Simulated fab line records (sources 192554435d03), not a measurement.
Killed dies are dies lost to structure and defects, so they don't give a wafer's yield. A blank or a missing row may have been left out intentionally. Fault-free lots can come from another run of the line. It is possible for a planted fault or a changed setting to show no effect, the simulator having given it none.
A lot that was struck, set against a sound lot :: flow n5Finfet :: 15 steps out of a route of 1938
Sound: wafers L221.1, L221.4, L221.5. The struck wafers were L230.1, L230.5, L230.6. The cause comes at the end.
Per side, at each step with rows, come the tool, then ch with its chambers, and then its first start. Under that, the readings that differ: sound wafers :: struck wafers :: difference of the means :: sigmas: that difference in standard deviations of wafers without a fault.
alike: readings whose means differ by less than 2 such deviations, and words and numbers that are the same on both sides. not compared: withheld readings, readings that some wafer has no value for, bounds like >300 that may hide the same value, and numbers for which the record gives no deviation and whose values overlap.
A row with sigmas, a row that says differs or no value, or rows on one side alone: a step with any of these is where the two part. Non-overlapping numbers with no deviation appear without sigmas and do not part them. A reading missing from all wafers of one side parts the sides only when that side holds two or more wafers.

N5_HKMG_FIN_ETCHBACK_68: etches the open film in Cl2/Ar, stops on HfO2, target depth 0.5 nm.
  sound on rieMetal-02 ch 0,1, day 5 00:23; struck on rieMetal-01 ch 0,1, day 7 20:40
  alike: drypumpMotorCurrentA, oesProductAu, throttleValvePct
  not compared: rfHoursCounterH
then, 3 steps without rows for these wafers: N5_HKMG_FIN_STRIP_69 (strips in N2/H2, time 360 s); N5_HKMG_FIN_ALD_21 (deposits TiN, target thk 1.5 nm, pulse time 1 s, purge time 3 s); N5_HKMG_FIN_ALD_72 (deposits W, target thk 2 nm, pulse time 1 s, purge time 2 s).
N5_HKMG_FIN_W_FILL_22: material W, target thk 60 nm, time 18.2 s.
  sound on cvdW-02 ch 0,1, day 5 01:21; struck on cvdW-01 ch 0,1, day 7 21:37
  alike: heaterPowerOuterW, heaterPowerW, throttleValvePct
then, 2 steps without rows for these wafers: N5_HKMG_FIN_PRECLEAN_83 (cleans in DIW, time 57.5 s); N5_HKMG_FIN_SRD_84 (dry time 32 s).
N5_HKMG_FIN_CMP_23: polishes, stops on SiNx, t overpolish 10 s, target thk 46.326 nm.
  sound on cmp-02 ch 0,1,2, day 5 01:32; struck on cmp-01 ch 1,2,3, day 7 21:59
  alike: motorCurrentA, overpolishRunS, timeToEndpointS
N5_HKMG_FIN_CMP_94: polishes, stops on SiNx, t overpolish 4.7 s, target thk 43.299 nm.
  sound on cmp-02 ch 0,1,2, day 5 01:58; struck on cmp-01 ch 1,2,3, day 7 22:19
reading: motorCurrentA (A)
sound: 9.6 9.6 9.9
struck: 13.1 12.8 11.0
difference: +2.6
sigmas: +2
N5_HKMG_FIN_INSPECT_28: inspects for defects (darkfield).
  sound on defectInspect-01 at day 5 02:10; struck on defectInspect-01 at day 7 22:27
  alike: rawDefectCount
N5_GATE_CUT_ETCHBACK_00: etches W in SF6/Cl2.
  sound on rieMetal-02 ch 0,1, day 5 02:12; struck on rieMetal-01 ch 0,1, day 7 22:29
  alike: drypumpMotorCurrentA, oesProductAu, throttleValvePct
  not compared: rfHoursCounterH
N5_GATE_CUT_ETCH_56: etches TiN in Cl2/Ar, target depth 21.6 nm.
  sound on rieMetal-02 ch 0,1, day 5 02:19; struck on rieMetal-01 ch 0,1, day 7 22:37
reading: biasW (W)
sound: 59.64 59.96 59.85
struck: 48.74 48.81 49.27
difference: -10.88
sigmas: -60
  alike: drypumpMotorCurrentA, oesProductAu, throttleValvePct
  not compared: rfHoursCounterH, model.etch.depthNm
then, 1 step without rows for these wafers: N5_GATE_CUT_ETCHBACK_30 (etches TiN in Cl2/Ar, target depth 3 nm).
-- the record jumps here: 10 days lie between the struck wafers' starts before and after (it left off in module GATE_CUT and takes up again in module BEOL_M4, whose first step shown is number 1111 of the route) --
N5_BEOL_M4_RC_MEAS_101:
  sound on prober-02 ch 0, day 14 20:06; struck on prober-02 ch 0, day 17 18:32
  alike: DIBL_N, DIBL_P, IOFF_N, IOFF_P, ION_N, ION_P, SS_N, SS_P, VT_N, VT_P
-- here the record skips 5 days between the struck wafers' starts before and after, leaving off in module BEOL_M4 and picking up in module PASSIVATION (first step shown: number 1936 of the route) --
N5_PASSIVATION_PROBE_49:
  sound on prober-02 at day 19 08:44; struck on prober-02 at day 22 13:52
reading: killed_at_M4_up
sound: 31 27 17
struck: 13 19 5
difference: -13
sigmas: -2
  alike: defectLimitedYield, killed_at_M0_to_M3, killedAtContacts, killedAtFrontEnd, killedAtOther, killedDies, killedOpen, killedShort, sort_bin_5_function, sort_bin_6_memory, sort_bin_8_speed, sortNPass, sortYieldPct

## WHERE THEY PART
Last at N5_PASSIVATION_PROBE_49 as far as this record goes, first at N5_HKMG_FIN_CMP_94.

WHY: what the simulator had put in
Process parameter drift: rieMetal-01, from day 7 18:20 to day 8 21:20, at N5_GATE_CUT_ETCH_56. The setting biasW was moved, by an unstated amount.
